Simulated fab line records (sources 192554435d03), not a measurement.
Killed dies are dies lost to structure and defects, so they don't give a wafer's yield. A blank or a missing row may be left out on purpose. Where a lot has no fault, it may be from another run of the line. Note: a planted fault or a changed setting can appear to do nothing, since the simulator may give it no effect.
fab line records	flow n5_finfet
record lots=6	wafers=18	last_day=17
route steps=1938 shown MIM_BOT@1833 MIM_TOP@1834 MIM_TOP_LITHO@1839 MIM_TOP_ETCH@1851
lots that met no fault: taken from a fault-free run of the same line
start_h: start of the lot's first displayed wafer, in hours after the record's first day	wait_h: time in hours since the lot's previous step	" repeats the value in the row above	L1.1+2: a single row standing in for several wafers	- value missing, or start not given	* or withheld: withheld	< > ~ a bound
route shown NAME@n: names a module that has steps shown in the file, with the first one's number in the route	usual: the fault-free wafers' mean and standard deviation	same: alike in all rows	chamber/n: place in a boat	sites: the reading at each site	_std_site: the values' standard deviation	_edge_site: the outer-site mean with the inner-site mean subtracted	radius_mm: for every site, how far away it sits from the centre of the wafer	mask NAME#n: copy n	behind: the tool/chamber that last shaped the wafer	hold: why the lot was held/for how many hours/how that ended	device: the transistor (n, p or np) that didn't switch	end of line: the same wafers' tests at the end of the route	step lacking rows: just its recipe	killed: dies that structure and defects cost at the first sort, which is not the same as the wafer's yield	map: a wafer's dies, marking killed ones x, the rest . and places with no die _
set.NAME: setting as actually run; set.NAME@STEP: the setting as run at that earlier step	model.NAME: the simulator's own value behind a step, which no gauge read
lots at some steps of the route; a table a step, a row a wafer
services: when a tool's chamber went out of use (start_h, in hours from the record's first day, below 0 if earlier), for how many hours, and the reason
## steps
# step N5_MIM_BOT_SPUTTER_00
# recipe material=TiN	target_thk_a=350	temp_c=200	power_w=3000	chamber_pressure_pa=0.49996	gas=Ar	reactive_partial_pa=0.37997	time_s=89.7
# usual throttle_valve_pct=30.1/1.2
lot.wafer	tool	chamber	start_h	wait_h	throttle_valve_pct
L852.4	pvd_sputter-02	-	274.19	0.0	31.4
L852.5	"	-	"	"	31.7
L852.6	"	-	"	"	29.3
L854.2	pvd_sputter-02	-	287.16	0.0	28.8
L854.3	"	-	"	"	31.3
L854.4	"	-	"	"	29.0
L862.3	pvd_sputter-01	-	350.31	0.0	30.1
L862.4	"	-	"	"	29.0
L862.6	"	-	"	"	29.2
L863.3	pvd_sputter-01	-	362.47	0.0	29.2
L863.4	"	-	"	"	27.6
L863.5	"	-	"	"	27.8
L867.3	pvd_sputter-03	-	377.77	0.0	30.1
L867.4	"	-	"	"	30.7
L867.6	"	-	"	"	30.5
L871.1	pvd_sputter-02	-	403.00	0.0	29.6
L871.2	"	-	"	"	31.7
L871.4	"	-	"	"	31.5
# step N5_MIM_TOP_ALD_00
# recipe material=Al2O3	target_thk_a=*	temp_c=withheld	ald_precursor_family=TMA	ald_co_reactant=O3	pulse_time_s=withheld	purge_time_s=3	co_reactant_purge_time_s=withheld	co_reactant_pulse_time_s=3	ald_cycles=withheld
# step N5_MIM_TOP_ALD_01
# recipe material=HfO2	target_thk_a=56	temp_c=withheld	ald_precursor_family=Hf-amide	ald_co_reactant=O3	pulse_time_s=1	purge_time_s=3	co_reactant_purge_time_s=2	co_reactant_pulse_time_s=3	ald_cycles=62
# usual precursor_pulse_height_rel=1.000/0.02
lot.wafer	tool	chamber	start_h	wait_h	precursor_pulse_height_rel
L852.4	ald_hk-01	0	-	-	0.971
L852.5	"	1	"	"	0.995
L852.6	"	0	"	"	0.951
L854.2	ald_hk-01	0	-	-	0.987
L854.3	"	1	"	"	0.986
L854.4	"	2	"	"	1.003
L862.3	ald_hk-02	0	-	-	1.010
L862.4	"	1	"	"	0.990
L862.6	"	2	"	"	1.005
L863.3	ald_hk-02	1	-	-	0.984
L863.4	"	0	"	"	1.006
L863.5	"	1	"	"	0.975
L867.3	ald_hk-02	0	-	-	0.984
L867.4	"	1	"	"	1.008
L867.6	"	3	"	"	0.993
L871.1	ald_hk-02	3	-	-	1.011
L871.2	"	2	"	"	1.013
L871.4	"	1	"	"	1.056
# step N5_MIM_TOP_ALD_02
# recipe material=Al2O3	target_thk_a=*	temp_c=withheld	ald_precursor_family=TMA	ald_co_reactant=O3	pulse_time_s=withheld	purge_time_s=3	co_reactant_purge_time_s=withheld	co_reactant_pulse_time_s=3	ald_cycles=withheld
# usual precursor_pulse_height_rel=1.001/0.02
lot.wafer	tool	chamber	start_h	wait_h	precursor_pulse_height_rel
L852.4	ald_hk-01	0	-	-	0.996
L852.5	"	1	"	"	1.028
L852.6	"	0	"	"	1.018
L854.2	ald_hk-01	0	-	-	0.956
L854.3	"	1	"	"	0.995
L854.4	"	2	"	"	1.015
L862.3	ald_hk-02	0	-	-	1.002
L862.4	"	1	"	"	1.013
L862.6	"	2	"	"	1.002
L863.3	ald_hk-02	1	-	-	1.009
L863.4	"	0	"	"	0.992
L863.5	"	1	"	"	0.995
L867.3	ald_hk-02	0	-	-	1.014
L867.4	"	1	"	"	1.014
L867.6	"	3	"	"	0.980
L871.1	ald_hk-02	3	-	-	0.979
L871.2	"	2	"	"	1.003
L871.4	"	1	"	"	0.975
# step N5_MIM_TOP_DEGAS_04
# recipe ambient=vacuum	temp_c=300	time_s=60
# usual heater_power_w=457/44
lot.wafer	tool	chamber	start_h	wait_h	heater_power_w
L852.4	pvd_sputter-03	-	274.86	-	461
L852.5	"	-	"	"	454
L852.6	"	-	"	"	486
L854.2	pvd_sputter-01	-	292.62	-	444
L854.3	"	-	"	"	414
L854.4	"	-	"	"	443
L862.3	pvd_sputter-03	-	351.37	-	460
L862.4	"	-	"	"	408
L862.6	"	-	"	"	485
L863.3	pvd_sputter-03	-	363.11	-	423
L863.4	"	-	"	"	477
L863.5	"	-	"	"	423
L867.3	pvd_sputter-03	-	379.43	-	412
L867.4	"	-	"	"	481
L867.6	"	-	"	"	426
L871.1	pvd_sputter-02	-	404.34	-	505
L871.2	"	-	"	"	552
L871.4	"	-	"	"	449
# step N5_MIM_TOP_SPUTTER_03
# recipe material=TiN	target_thk_a=350	temp_c=200	power_w=3000	chamber_pressure_pa=0.49996	gas=Ar	reactive_partial_pa=0.37997	time_s=89.7
# step N5_MIM_TOP_LITHO_HMDS_01
# recipe time_s=60	temp_c=120
# step N5_MIM_TOP_LITHO_COAT_02
# recipe spin_rpm=*	resist_thk_nm=*
# step N5_MIM_TOP_LITHO_EBR_04
# recipe solvent=PGMEA	ebr_width_mm=1.5
# step N5_MIM_TOP_LITHO_SOFTBAKE_03
# recipe temp_c=100	time_s=90
# step N5_MIM_TOP_LITHO_EXPOSE_05
# recipe mask_id=MIM_TOP	na=0.55	source_shape=conventional	sigma_outer=0.8	polarization=unpolarized	target_cd_nm=2000	dose_mj=20.5
# step N5_MIM_TOP_LITHO_PEB_06
# recipe peb_temp_c=withheld	peb_time_s=*
# step N5_MIM_TOP_LITHO_DEVELOP_07
# recipe develop_time_s=60	rinse_liquid=diw	dry=air_spin	dev_temp_c=21
# usual exhaust_pa=44.8/0.82
lot.wafer	tool	chamber	start_h	wait_h	exhaust_pa
L852.4	litho_track-05	0	275.30	-	46.9
L852.5	"	0	"	"	46.4
L852.6	"	0	"	"	46.2
L854.2	litho_track-05	0	293.06	-	43.5
L854.3	"	0	"	"	43.8
L854.4	"	0	"	"	43.5
L862.3	litho_track-05	0	351.69	-	44.0
L862.4	"	0	"	"	44.6
L862.6	"	0	"	"	45.3
L863.3	litho_track-05	0	363.56	-	44.4
L863.4	"	0	"	"	44.9
L863.5	"	0	"	"	45.0
L867.3	litho_track-01	0	379.74	-	44.3
L867.4	"	0	"	"	44.9
L867.6	"	0	"	"	45.6
L871.1	litho_track-01	0	404.66	-	45.8
L871.2	"	0	"	"	45.3
L871.4	"	0	"	"	44.1
# step N5_MIM_TOP_LITHO_HARDBAKE_09
# recipe temp_c=130	time_s=120
# step N5_MIM_TOP_LITHO_CD_MEAS_08
# recipe target_cd_nm=2000	landing_energy_ev=500	detector=se_inlens
# usual cd_nm=2000.5/1.5
lot.wafer	tool	chamber	start_h	wait_h	cd_nm
L852.4	cd_sem-01	0	275.44	-	1999.9
L852.5	"	0	"	"	2002.3
L852.6	"	0	"	"	2001.2
L854.2	cd_sem-01	0	293.17	-	2000.1
L854.3	"	0	"	"	2000.4
L854.4	"	0	"	"	1999.9
L862.3	cd_sem-02	0	351.81	-	1999.4
L862.4	"	0	"	"	2010.8
L862.6	"	0	"	"	2000.3
L863.3	cd_sem-03	0	363.67	-	2001.3
L863.4	"	0	"	"	2012.5
L863.5	"	0	"	"	2003.7
L867.3	cd_sem-03	0	379.86	-	1999.0
L867.4	"	0	"	"	1999.3
L867.6	"	0	"	"	1999.3
L871.1	cd_sem-02	0	404.77	-	2000.1
L871.2	"	0	"	"	2000.3
L871.4	"	0	"	"	1999.3
# step N5_MIM_TOP_LITHO_OVL_MEAS_11
# recipe points_per_wafer=44
# usual MIM_TOP_OVL=-1/4.9
lot.wafer	tool	chamber	start_h	wait_h	MIM_TOP_OVL[nm]
L852.4	overlay-02	0	275.46	0.0	-4
L852.5	"	0	"	"	-4
L852.6	"	0	"	"	-9
L854.2	overlay-02	0	293.20	0.0	-1
L854.3	"	0	"	"	-3
L854.4	"	0	"	"	0
L862.3	overlay-01	0	351.83	0.0	-2
L862.4	"	0	"	"	0
L862.6	"	0	"	"	-2
L863.3	overlay-02	0	363.70	0.0	-1
L863.4	"	0	"	"	-2
L863.5	"	0	"	"	-1
L867.3	overlay-02	0	379.89	0.0	0
L867.4	"	0	"	"	2
L867.6	"	0	"	"	-4
L871.1	overlay-02	0	404.80	0.0	-1
L871.2	"	0	"	"	-1
L871.4	"	0	"	"	1
# step N5_MIM_TOP_LITHO_INSPECT_12
# recipe mode=adi	inspect_instrument=macro
# usual raw_defect_count=2.2/1.5
lot.wafer	tool	chamber	start_h	wait_h	raw_defect_count
L852.4	defect_inspect-02	-	275.49	0.0	2
L852.5	"	-	"	"	3
L852.6	"	-	"	"	3
L854.2	defect_inspect-01	-	293.23	0.0	2
L854.3	"	-	"	"	1
L854.4	"	-	"	"	2
L862.3	defect_inspect-01	-	351.86	0.0	3
L862.4	"	-	"	"	2
L862.6	"	-	"	"	2
L863.3	defect_inspect-02	-	363.73	0.0	4
L863.4	"	-	"	"	1
L863.5	"	-	"	"	1
L867.3	defect_inspect-02	-	379.91	0.0	2
L867.4	"	-	"	"	2
L867.6	"	-	"	"	0
L871.1	defect_inspect-02	-	404.83	0.0	6
L871.2	"	-	"	"	2
L871.4	"	-	"	"	2
# step N5_MIM_TOP_LITHO_DESCUM_10
# recipe chemistry=O2	time_s=7.9	source_power_w=50	bias_power_w=20	pressure_mtorr=20	rf_frequency_hz=2.712e+07	temp_c=40	o2_flow_sccm=225
# usual drypump_motor_current_A=5.8/0.38	oes_product_au=0.79/0.078	rf_vpp_V=243.5/1.9	showerhead_plenum_p_Torr=2.11/0.11	throttle_valve_pct=20.35/0.16
lot.wafer	tool	chamber	start_h	wait_h	drypump_motor_current_A	oes_product_au	rf_hours_counter_h	rf_vpp_V	showerhead_plenum_p_Torr	throttle_valve_pct	model.MIM_TOP_LITHO.cd_nm
L852.4	rie_diel-05	3	275.52	0.0	6.3	0.93	11	244.8	2.15	20.30	1999
L852.5	"	1	"	"	5.4	0.74	-	238.7	1.91	20.55	2002
L852.6	"	0	"	"	5.5	0.73	-	244.2	2.16	20.28	2001
L854.2	rie_diel-04	2	293.26	0.0	6.1	0.81	100	240.5	2.01	20.57	2000
L854.3	"	0	"	"	6.4	0.83	86	245.5	2.22	20.28	2000
L854.4	"	1	"	"	6.1	1.02	1	245.8	2.23	19.95	2000
L862.3	rie_diel-02	1	351.89	0.0	5.4	0.76	146	244.4	2.18	20.42	2000
L862.4	"	0	"	"	5.3	0.79	99	244.2	2.20	20.24	2011
L862.6	"	2	"	"	6.4	0.87	-	241.7	2.04	20.27	2000
L863.3	rie_diel-05	3	363.92	0.2	6.3	0.88	36	245.5	2.14	20.33	2001
L863.4	"	0	"	"	5.6	0.70	226	242.9	2.15	20.31	2012
L863.5	"	3	"	"	6.3	0.87	-	244.1	2.14	20.35	2004
L867.3	rie_diel-05	2	379.95	0.0	5.8	0.81	84	244.6	2.21	20.38	1999
L867.4	"	0	"	"	5.5	0.70	231	244.5	2.15	20.34	1999
L867.6	"	2	"	"	5.8	0.81	-	245.7	2.21	20.39	1999
L871.1	rie_diel-02	1	404.86	0.0	5.5	0.74	160	243.5	2.17	20.44	2000
L871.2	"	2	"	"	6.4	0.86	69	240.6	2.03	20.27	2000
L871.4	"	1	"	"	5.5	0.74	-	243.6	2.17	20.45	2000
# step N5_MIM_TOP_ETCH_ETCH_00
# recipe chemistry=Cl2/BCl3	target=TiN	target_depth_a=385	ion_energy_ev=150	pressure_mtorr=10	icp_w=1000	bias_w=126	Cl2_flow_sccm=53.25	bcl3_flow_sccm=21.75	Ar_flow_sccm=25
# usual bias_w=126.0/0.39	drypump_motor_current_A=5.6/0.42	oes_ar_750_au=0.77/0.097	oes_product_au=0.78/0.1	throttle_valve_pct=22.85/0.25
lot.wafer	tool	chamber	start_h	wait_h	bias_w	drypump_motor_current_A	oes_ar_750_au	oes_product_au	rf_hours_counter_h	throttle_valve_pct
L852.4	rie_metal-03	0	275.65	0.1	126.6	6.3	0.78	0.80	-	22.74
L852.5	"	0	"	"	126.3	6.3	0.78	0.80	-	22.72
L852.6	"	1	"	"	125.7	5.3	0.85	0.85	-	22.65
L854.2	rie_metal-01	1	293.36	0.1	126.0	5.5	0.62	0.63	111	23.28
L854.3	"	0	"	"	125.9	6.0	0.69	0.68	-	22.71
L854.4	"	1	"	"	126.2	5.5	0.62	0.62	-	23.29
L862.3	rie_metal-01	0	352.06	0.1	126.5	5.9	0.67	0.67	-	22.74
L862.4	"	0	"	"	125.6	6.0	0.67	0.66	-	22.73
L862.6	"	0	"	"	126.5	5.9	0.67	0.67	-	22.74
L863.3	rie_metal-03	0	364.05	0.1	125.5	6.3	0.76	0.77	-	22.76
L863.4	"	1	"	"	126.8	5.3	0.82	0.82	-	22.68
L863.5	"	1	"	"	126.5	5.3	0.82	0.82	-	22.65
L867.3	rie_metal-01	1	380.07	0.1	126.7	5.5	0.92	0.94	-	23.03
L867.4	"	0	"	"	125.0	5.9	0.67	0.67	-	22.76
L867.6	"	1	"	"	126.3	5.5	0.92	0.94	-	23.04
L871.1	rie_metal-01	1	404.95	0.1	126.1	5.5	0.88	0.89	6	23.03
L871.2	"	1	"	"	126.1	5.5	0.88	0.90	-	23.01
L871.4	"	1	"	"	126.1	5.5	0.88	0.90	-	23.03
## services
tool	chamber	start_h	hours	kind
ald_hk-02	-	251.09	0.7	repair
rie_diel-05	0	267.67	7.6	repair
rie_diel-04	1	277.22	-	clean
rie_diel-04	1	277.22	-	consumable_replace:focus_ring
rie_diel-04	1	277.22	-	consumable_replace:showerhead
rie_diel-04	1	277.22	13.6	scheduled_down
rie_diel-04	1	277.22	13.6	vent_cycle
ald_hk-02	-	282.22	8.7	pm
ald_hk-02	-	307.79	3.4	repair
litho_track-01	-	315.53	-	consumable_replace:filter
rie_diel-02	3	321.37	8.5	repair
rie_diel-04	3	323.22	-	clean
rie_diel-04	3	323.22	-	consumable_replace:focus_ring
rie_diel-04	3	323.22	13.6	scheduled_down
rie_metal-01	1	330.56	9.9	repair
rie_diel-05	3	337.33	15.2	repair
ald_hk-01	-	352.97	0.3	repair
rie_diel-02	1	356.92	13.5	repair
litho_track-01	-	363.05	-	consumable_replace:filter
rie_metal-03	-	379.17	0.5	repair
rie_metal-01	0	384.05	-	clean
rie_metal-01	0	384.05	29.3	scheduled_down
rie_metal-01	0	384.05	29.3	vent_cycle
rie_diel-04	0	404.31	19.7	repair
## key
first_sign step=N5_MIM_TOP_LITHO_CD_MEAS_08	reading=cd_nm	direction=up	sigmas=7.5	usual=2000.5	struck=2011.7
effect none on later readings
model_effect step=N5_MIM_TOP_LITHO_DESCUM_10	value=MIM_TOP_LITHO.cd_nm	without=2001	struck=2011
met_at N5_MIM_TOP_LITHO_DEVELOP_07
struck_wafers L862.4,L863.4
onset_between 293.06 351.69
fault kind=process_parameter_drift	tool=litho_track-05	chamber=-	onset_h=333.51	steps=N5_MIM_TOP_LITHO_DEVELOP_07	channel=develop_time_s	offset=*	shape=step	end_h=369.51	scope=struck_wafers_only	acts_in=*	stated=*
